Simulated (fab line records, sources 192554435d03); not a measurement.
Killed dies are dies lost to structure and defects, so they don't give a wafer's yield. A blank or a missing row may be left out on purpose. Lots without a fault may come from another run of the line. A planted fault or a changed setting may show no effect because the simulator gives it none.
fab line records | flow n5_finfet
record lots=10 wafers=29 last_day=17
route steps=1938 shown SDB@361 DUMMY_REMOVAL@378 HKMG_FIN@388 PASSIVATION@1936
lots that met no fault: from a run of the same line without faults
start_h: hours from the record's first day to the start of the lot's first wafer shown | wait_h: hours since the lot's step before | " the same as in the row above | L1.1+2: a row that stands for several wafers | - no value, or no start given | * or withheld: withheld | < > ~ a bound
route shown NAME@n: a module of which the file shows steps, and the number in the route of the first | usual: mean/standard deviation of fault-free wafers | same: alike in all rows | chamber/n: place in a boat | sites: the reading at each site | _std_site: their standard deviation | _edge_site: outer sites' mean less inner sites' | radius_mm: how far each site lies from the wafer's centre | mask NAME#n: copy n | behind: the tool/chamber that last shaped the wafer | hold: why the lot was held/for how many hours/how that ended | device: the transistor (n, p or np) that didn't switch | end of line: the same wafers' tests at the end of the route | a step without rows: its recipe alone | killed: dies lost to structure and defects at the first sort, not the wafer's yield | map: a wafer's dies, x killed, . not, _ none there
set.NAME: the setting as run; set.NAME@STEP: as run at that earlier step | model.NAME: the simulator's own value behind a step, which no gauge read
steps of the route over a sample of lots; a table a step, a row a wafer
services: from which hour (start_h, from the record's first day; less than 0 if before it) a tool's chamber was out of use, for how many hours, and why
## steps
# step N5_SDB_ETCH_18
# recipe chemistry=N2/H2 target=SOC target_depth_a=1000 overetch_a=200 mask_material=SiARC temp_c=40 time_s=150 ion_energy_ev=200 pressure_mtorr=30 source_w=840 bias_w=150 n2_flow_sccm=200 h2_flow_sccm=200
# usual drypump_motor_current_A=5.3/0.52 h2_flow_sccm=200.1/0.58 oes_product_au=0.66/0.066 rf_vpp_V=523.3/2.5 showerhead_plenum_p_Torr=2.52/0.082 throttle_valve_pct=17.87/0.22
# columns lot.wafer tool chamber start_h wait_h drypump_motor_current_A h2_flow_sccm oes_product_au rf_hours_counter_h rf_vpp_V showerhead_plenum_p_Torr throttle_valve_pct
L663.3 rie_diel-01 3 66.78 0.0 4.9 199.8 0.63 209 523.4 2.53 17.72
L663.4 " 0 " " 4.9 200.7 0.62 229 523.3 2.48 17.73
L663.5 " 2 " " 6.3 200.0 0.63 - 523.7 2.53 17.95
L665.2 rie_diel-04 0 81.17 0.0 5.5 199.4 0.64 215 523.1 2.52 18.26
L665.5 " 3 " " 4.9 200.1 0.66 - 527.6 2.63 17.99
L665.6 " 2 " " 5.3 200.1 0.67 - 521.2 2.46 17.70
L666.1 rie_diel-01 1 82.05 0.0 4.7 199.7 0.68 168 527.7 2.64 17.87
L666.2 " 2 " " 6.3 200.2 0.62 215 523.3 2.52 17.99
L666.5 " 1 " " 4.7 199.7 0.67 - 525.6 2.64 17.88
L667.1 rie_diel-01 3 90.65 0.0 4.9 198.8 0.62 219 523.8 2.52 17.73
L667.2 " 2 " " 6.3 200.2 0.62 217 523.2 2.52 17.98
L667.6 " 1 " " 4.7 199.4 0.67 - 524.9 2.63 17.89
L668.4 rie_diel-05 3 94.52 0.0 4.8 200.4 0.68 154 520.8 2.44 17.83
L668.5 " 1 " " 6.4 199.9 0.70 - 521.8 2.47 17.97
L669.1 rie_diel-04 3 99.75 0.0 4.9 200.6 0.65 169 526.9 2.62 17.99
L669.3 " 1 " " 5.4 199.4 0.61 227 520.4 2.40 17.93
L669.5 " 0 " " 5.5 199.8 0.64 - 524.6 2.52 18.28
L679.2 rie_diel-04 0 161.34 0.0 5.5 200.8 0.62 246 522.5 2.51 18.31
L679.5 " 2 " " 5.3 200.6 0.64 - 519.7 2.45 17.73
L679.6 " 3 " " 4.9 200.3 0.64 - 525.2 2.61 18.02
L681.2 rie_diel-01 2 175.44 0.0 6.3 200.7 0.61 240 524.4 2.51 18.01
L681.3 " 3 " " 4.8 199.8 0.61 243 523.3 2.51 17.78
L681.5 " 2 " " 6.3 200.4 0.61 - 522.9 2.51 18.02
L682.3 rie_diel-01 3 179.86 0.0 4.8 200.3 0.61 245 522.9 2.51 17.80
L682.5 " 2 " " 6.3 200.3 0.61 - 521.6 2.51 18.02
L682.6 " 1 " " 4.7 199.2 0.65 - 525.1 2.62 17.93
L686.1 rie_diel-01 0 203.05 0.0 4.9 200.1 0.82 19 523.1 2.47 17.47
L686.2 " 2 " " 6.3 199.6 0.60 251 522.4 2.51 18.04
L686.6 " 1 " " 4.7 200.7 0.65 - 527.5 2.62 17.94
# step N5_SDB_CMP_30
# recipe stop_on=poly-Si t_overpolish_s=1.54 post_cmp_clean=alkaline_brush down_force_psi=4.1491 platen_rpm=51.796 pad_velocity_m_s=1.0306 target_thk_nm=30
# usual motor_current_A=12.6/1.1 overpolish_run_s=1.541/0.0099 time_to_endpoint_s=19/3.6
# columns lot.wafer tool chamber start_h wait_h motor_current_A overpolish_run_s time_to_endpoint_s
L663.4 cmp-01 0 70.51 1.4 13.1 1.545 14
L663.3 " 2 " " 11.1 1.542 23
L663.5 " 1 " " 14.5 1.545 20
L665.2 cmp-02 2 84.70 1.5 12.3 1.529 20
L665.5 " 0 " " 12.5 1.540 18
L665.6 " 1 " " 13.2 1.529 22
L666.2 cmp-04 2 85.63 1.4 13.3 1.531 13
L666.1 " 3 " " 11.8 1.541 17
L666.5 " 2 " " 13.7 1.539 13
L667.2 cmp-04 1 94.69 1.4 12.9 1.529 26
L667.1 " 0 " " 12.2 1.547 22
L667.6 " 2 " " 14.3 1.532 17
L668.4 cmp-02 1 98.01 1.4 13.4 1.539 21
L668.5 " 0 " " 13.0 1.562 15
L669.3 cmp-02 2 103.68 1.4 13.1 1.548 19
L669.1 " 1 " " 12.7 1.550 22
L669.5 " 2 " " 13.1 1.539 20
L679.2 cmp-02 3 164.92 1.5 12.4 1.561 15
L679.6 " 0 " " 12.6 1.550 15
L679.5 " 1 " " 13.6 1.550 22
L681.2 cmp-02 1 179.01 1.4 12.8 1.547 24
L681.3 " 0 " " 12.5 1.539 16
L681.5 " 2 " " 12.0 1.535 18
L682.3 cmp-01 0 183.75 1.5 12.9 1.557 14
L682.6 " 2 " " 10.0 1.549 21
L682.5 " 3 " " 12.4 1.551 23
L686.2 cmp-01 1 206.54 1.4 13.7 1.551 21
L686.1 " 3 " " 12.3 1.545 25
L686.6 " 0 " " 11.5 1.553 16
# step N5_DUMMY_REMOVAL_STRIP_10
# recipe chemistry=N2/H2 time_s=40 power_w=100 temp_c=40 pressure_mtorr=100 rf_frequency_hz=6e+07 bias_power_w=3 n2_flow_sccm=300 h2_flow_sccm=300
# usual bias_power_w=3.001/0.0092 drypump_motor_current_A=5.95/0.26 h2_flow_sccm=300.1/0.87 oes_product_au=0.77/0.083 rf_vpp_V=45.4/0.84 showerhead_plenum_p_Torr=3.40/0.095 throttle_valve_pct=12.16/0.27
# columns lot.wafer tool chamber start_h wait_h bias_power_w drypump_motor_current_A h2_flow_sccm oes_product_au rf_hours_counter_h rf_vpp_V showerhead_plenum_p_Torr throttle_valve_pct
L663.3 rie_diel-06 3 71.00 0.0 3.008 5.78 300.9 0.72 184 45.5 3.36 12.41
L663.4 " 1 " " 2.997 6.50 299.3 0.93 24 45.0 3.42 11.63
L663.5 " 0 " " 3.007 5.79 301.0 0.74 - 46.1 3.56 12.32
L665.2 rie_diel-06 1 85.02 0.0 3.002 6.51 300.6 0.92 28 43.9 3.41 11.64
L665.5 " 2 " " 2.991 6.06 299.9 0.72 - 45.7 3.32 12.03
L665.6 " 1 " " 3.006 6.50 300.2 0.91 - 45.0 3.41 11.66
L666.1 rie_diel-02 1 85.98 0.0 3.004 5.93 300.9 0.87 30 46.0 3.57 11.74
L666.2 " 3 " " 3.010 6.15 300.6 0.68 235 45.4 3.36 12.52
L666.5 " 2 " " 3.013 5.92 298.7 0.77 - 45.1 3.39 12.11
L667.1 rie_diel-02 3 95.08 0.0 3.013 6.15 301.0 0.68 239 45.4 3.36 12.53
L667.2 " 1 " " 3.015 6.02 299.3 0.88 33 44.8 3.57 11.75
L667.6 " 2 " " 3.008 5.96 298.9 0.77 - 47.5 3.39 12.11
L668.4 rie_diel-03 1 98.37 0.0 2.990 5.52 300.0 0.72 182 44.6 3.35 12.50
L668.5 " 1 " " 2.993 5.51 300.4 0.72 - 44.1 3.35 12.48
L669.1 rie_diel-06 3 104.14 0.0 3.013 5.78 299.9 0.71 194 44.6 3.35 12.44
L669.3 " 1 " " 2.994 6.48 302.4 0.91 33 46.3 3.41 11.67
L669.5 " 3 " " 3.012 5.79 298.7 0.71 - 44.7 3.35 12.44
L679.2 rie_diel-02 0 165.32 0.0 2.993 5.51 301.6 0.94 13 45.6 3.30 11.80
L679.5 " 0 " " 2.992 5.51 300.1 0.94 - 45.8 3.30 11.81
L679.6 " 3 " " 2.982 6.16 300.4 0.96 - 45.2 3.35 11.96
L681.2 rie_diel-03 3 179.40 0.0 2.985 5.84 300.3 0.70 223 44.6 3.48 12.24
L681.3 " 1 " " 2.981 5.48 300.1 0.70 204 45.5 3.34 12.56
L681.5 " 2 " " 3.003 6.08 301.7 0.81 - 46.1 3.43 12.22
L682.3 rie_diel-02 3 184.18 0.0 3.011 6.14 301.0 0.91 11 45.7 3.34 11.98
L682.5 " 1 " " 2.997 5.99 300.8 0.83 - 44.4 3.55 11.84
L682.6 " 2 " " 3.003 5.95 302.0 0.74 - 46.3 3.37 12.17
L686.1 rie_diel-06 1 206.98 0.0 2.995 6.47 298.9 0.85 63 46.4 3.39 11.74
L686.2 " 0 " " 2.992 5.82 300.7 0.70 181 45.3 3.54 12.42
L686.6 " 3 " " 3.007 5.78 298.8 0.70 - 44.8 3.34 12.52
# step N5_DUMMY_REMOVAL_INSPECT_06
# recipe inspect_instrument=brightfield mode=aei
# usual raw_defect_count=11/5
# columns lot.wafer tool chamber start_h wait_h raw_defect_count
L663.3 defect_inspect-01 - 71.17 0.0 6
L663.4 " - " " 10
L663.5 " - " " 8
L665.2 defect_inspect-01 - 85.18 0.0 8
L665.5 " - " " 5
L665.6 " - " " 11
L666.1 defect_inspect-02 - 86.14 0.0 8
L666.2 " - " " 20
L666.5 " - " " 30
L667.1 defect_inspect-02 - 95.24 0.0 3
L667.2 " - " " 17
L667.6 " - " " 15
L668.4 defect_inspect-02 - 98.53 0.0 9
L668.5 " - " " 6
L669.1 defect_inspect-02 - 104.30 0.0 10
L669.3 " - " " 6
L669.5 " - " " 13
L679.2 defect_inspect-02 - 165.48 0.0 510
L679.5 " - " " 525
L679.6 " - " " 526
L681.2 defect_inspect-01 - 179.56 0.0 12
L681.3 " - " " 10
L681.5 " - " " 12
L682.3 defect_inspect-02 - 184.34 0.0 468
L682.5 " - " " 527
L682.6 " - " " 501
L686.1 defect_inspect-01 - 207.14 0.0 12
L686.2 " - " " 5
L686.6 " - " " 11
# step N5_HKMG_FIN_ALD_74
# recipe material=La2O3 target_thk_a=5 temp_c=250 ald_precursor_family=La-Cp ald_co_reactant=O3 pulse_time_s=6 co_reactant_pulse_time_s=1 purge_time_s=3 co_reactant_purge_time_s=3
# usual heater_power_w=334/35 precursor_pulse_height_rel=1.000/0.021
# columns lot.wafer tool chamber start_h wait_h heater_power_w precursor_pulse_height_rel
L663.3 ald_hk-02 3 71.92 0.1 279 0.989
L663.4 " 2 " " 332 1.003
L663.5 " 3 " " 280 1.000
L665.2 ald_hk-01 2 85.94 0.2 313 0.981
L665.5 " 0 " " 330 1.013
L665.6 " 1 " " 402 0.995
L666.1 ald_hk-03 1 86.90 0.2 304 1.003
L666.2 " 3 " " 366 0.975
L666.5 " 3 " " 368 0.967
L667.1 ald_hk-02 2 96.00 0.2 320 1.050
L667.2 " 1 " " 327 0.998
L667.6 " 2 " " 327 1.035
L668.4 ald_hk-02 3 99.28 0.1 273 1.011
L668.5 " 1 " " 319 0.981
L669.1 ald_hk-01 0 105.06 0.2 338 1.004
L669.3 " 3 " " 367 0.971
L669.5 " 0 " " 335 0.957
L679.2 ald_hk-01 3 166.24 0.2 373 1.049
L679.5 " 1 " " 403 0.996
L679.6 " 0 " " 328 1.038
L681.2 ald_hk-02 2 180.42 0.2 333 1.027
L681.3 " 1 " " 331 0.989
L681.5 " 2 " " 334 1.004
L682.3 ald_hk-03 0 185.10 0.1 359 1.020
L682.5 " 1 " " 309 0.984
L682.6 " 2 " " 364 0.992
L686.1 ald_hk-01 2 207.99 0.2 318 0.966
L686.2 " 1 " " 398 1.018
L686.6 " 0 " " 327 1.030
# step N5_PASSIVATION_PROBE_49
# usual killed_at_M0_to_M3=35/11 killed_at_M4_up=13/5.7 killed_at_contacts=12/5.7 killed_at_front_end=40/11 killed_at_other=4/4.4 killed_dies=105/18 killed_open=68/14 killed_short=34/7.4
# same gross_dies=1180 killed_at_back_side=0
# columns lot.wafer tool chamber start_h wait_h killed_at_M0_to_M3 killed_at_M4_up killed_at_contacts killed_at_front_end killed_at_other killed_dies killed_open killed_short
L679.2 prober-02 - 367.64 0.1 24 14 10 171 6 225 65 32
L679.5 prober-02 - 367.79 0.2 30 11 7 190 0 238 66 38
L679.6 prober-02 - 367.84 0.3 25 9 22 145 0 201 53 32
L681.2 prober-01 - 383.15 0.1 24 19 29 39 1 112 75 31
L681.5 prober-01 - 383.30 0.2 21 9 9 50 2 91 53 32
L682.3 prober-01 - 391.98 0.1 38 17 13 150 42 260 63 33
L682.5 prober-01 - 392.08 0.2 41 11 17 139 24 232 58 32
L682.6 prober-01 - 392.13 0.3 45 13 8 81 18 165 60 33
# killed by level:class
L679.2 DUMMY_REMOVAL:unspecified=119 FIN_SAQP:geometric_particle:open=11 BEOL_M4:geometric_particle:open=11 HKMG_FIN:area_etch=9 FIN_SAQP:geometric_particle:short=7 MOL_CONTACT_COAG:geometric_particle:open=7 BEOL_M1:geometric_particle:open=7 STI_FIN_REVEAL:geometric_particle:open=5
L679.5 DUMMY_REMOVAL:unspecified=125 FIN_SAQP:geometric_particle:short=14 BEOL_M1:geometric_particle:open=13 FIN_SAQP:geometric_particle:open=11 HKMG_FIN:area_etch=9 STI_FIN_REVEAL:geometric_particle:open=7 GATE_CUT:geometric_particle:short=7 MOL_CONTACT_COAG:geometric_particle:open=5
L679.6 DUMMY_REMOVAL:unspecified=116 FIN_SAQP:geometric_particle:short=17 MOL_CONTACT_COAG:geometric_particle:open=17 BEOL_M1:geometric_particle:open=8 FIN_SAQP:geometric_particle:open=6 BEOL_M0_SAQP:geometric_particle:open=6 MOL_CONTACT_COAG:geometric_particle:short=5 BEOL_M0_SAQP:geometric_particle:short=3
L681.2 MOL_CONTACT_COAG:geometric_particle:open=22 BEOL_M4:geometric_particle:open=10 FIN_SAQP:geometric_particle:short=7 FIN_SAQP:geometric_particle:open=7 MOL_CONTACT_COAG:geometric_particle:short=7 ILD0:geometric_particle:open=6 BEOL_M0_SAQP:geometric_particle:short=6 BEOL_M1:geometric_particle:open=6
L681.5 FIN_SAQP:geometric_particle:short=8 FIN_SAQP:geometric_particle:open=7 STI_FIN_REVEAL:geometric_particle:open=7 MOL_CONTACT_COAG:geometric_particle:open=7 HKMG_FIN:area_etch=6 BEOL_M2:geometric_particle:open=5 BEOL_M0_SAQP:geometric_particle:short=5 BEOL_M4:geometric_particle:open=5
L682.3 DUMMY_REMOVAL:unspecified=121 MIM_TOP_ETCH:area_etch=42 MOL_CONTACT_COAG:geometric_particle:open=10 BEOL_M0_SAQP:geometric_particle:open=8 BEOL_M1:geometric_particle:open=8 BEOL_M3:geometric_particle:open=7 BEOL_M4:geometric_particle:open=6 GATE_CUT:geometric_particle:short=5
L682.5 DUMMY_REMOVAL:unspecified=120 MIM_TOP_ETCH:area_etch=22 MOL_CONTACT_COAG:geometric_particle:open=14 BEOL_M0_SAQP:geometric_particle:short=11 BEOL_M2:geometric_particle:open=9 BEOL_M0_SAQP:geometric_particle:open=8 BEOL_M1:geometric_particle:open=5 FIN_SAQP:geometric_particle:short=3
L682.6 DUMMY_REMOVAL:unspecified=52 MIM_TOP_ETCH:area_etch=17 BEOL_M3:geometric_particle:open=16 BEOL_M0_SAQP:geometric_particle:open=9 BEOL_M4:geometric_particle:short=8 MOL_CONTACT_COAG:geometric_particle:open=7 STI_FIN_REVEAL:geometric_particle:open=6 BEOL_M0_SAQP:geometric_particle:short=6
## services
# columns tool chamber start_h hours kind
rie_diel-02 3 44.06 5.9 repair
cmp-04 - 45.22 5.4 repair
rie_diel-03 0 47.69 2.1 repair
cmp-02 - 52.29 0.9 repair
rie_diel-06 2 58.47 8.6 repair
cmp-02 - 65.60 2.1 repair
cmp-02 - 68.38 4.7 pm
rie_diel-05 - 71.46 0.8 repair
rie_diel-02 0 84.26 23.0 repair
cmp-01 - 84.84 16.2 pm
rie_diel-01 - 102.19 4.3 pm
rie_diel-01 2 107.31 5.2 repair
ald_hk-03 - 111.07 8.7 pm
rie_diel-01 - 114.81 14.6 pm
ald_hk-01 - 119.08 1.4 repair
rie_diel-05 2 120.99 4.6 repair
cmp-04 - 126.13 0.8 repair
cmp-04 - 133.17 4.0 pm
rie_diel-01 0 141.86 - clean
rie_diel-01 0 141.86 - consumable_replace:focus_ring
rie_diel-01 0 141.86 13.6 scheduled_down
rie_diel-04 1 152.74 6.5 repair
cmp-02 - 197.12 0.2 repair
cmp-04 - 205.68 3.3 repair
## key
first_sign step=N5_DUMMY_REMOVAL_INSPECT_06 reading=raw_defect_count direction=up sigmas=99+ usual=11 struck=510
effect step=N5_PASSIVATION_PROBE_49 reading=killed_at_front_end direction=up sigmas=9.6 usual=40 struck=146
more_kills_born_at N5_DUMMY_REMOVAL_STRIP_10@rie_diel-02=653
met_at N5_DUMMY_REMOVAL_STRIP_10
struck_lots L679,L682
tester_left_out L679,L682
baseline_loss step=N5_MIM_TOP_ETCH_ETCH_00 wafers=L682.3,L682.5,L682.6
not_acting_at N5_SDB_ETCH_18,N5_SDB_CMP_30,N5_HKMG_FIN_ALD_74
onset_between 95.08 165.32
fault kind=chamber_particle_source tool=rie_diel-02 chamber=- onset_h=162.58 steps=N5_DUMMY_REMOVAL_STRIP_10 rate_per_visit_cm2=0.76829 end_h=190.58
# tester_left_out: of these lots the tester's yield and bins aren't shown, on N5 and GAA mostly nor the transistor test; their killed dies are dies lost to structure and defects alone, not to doping, threshold or leakage, so they don't give the yield
# baseline_loss: these wafers lose ten dies or more at that step, a loss of the line's own and not of a fault; the sort's usual values leave them out
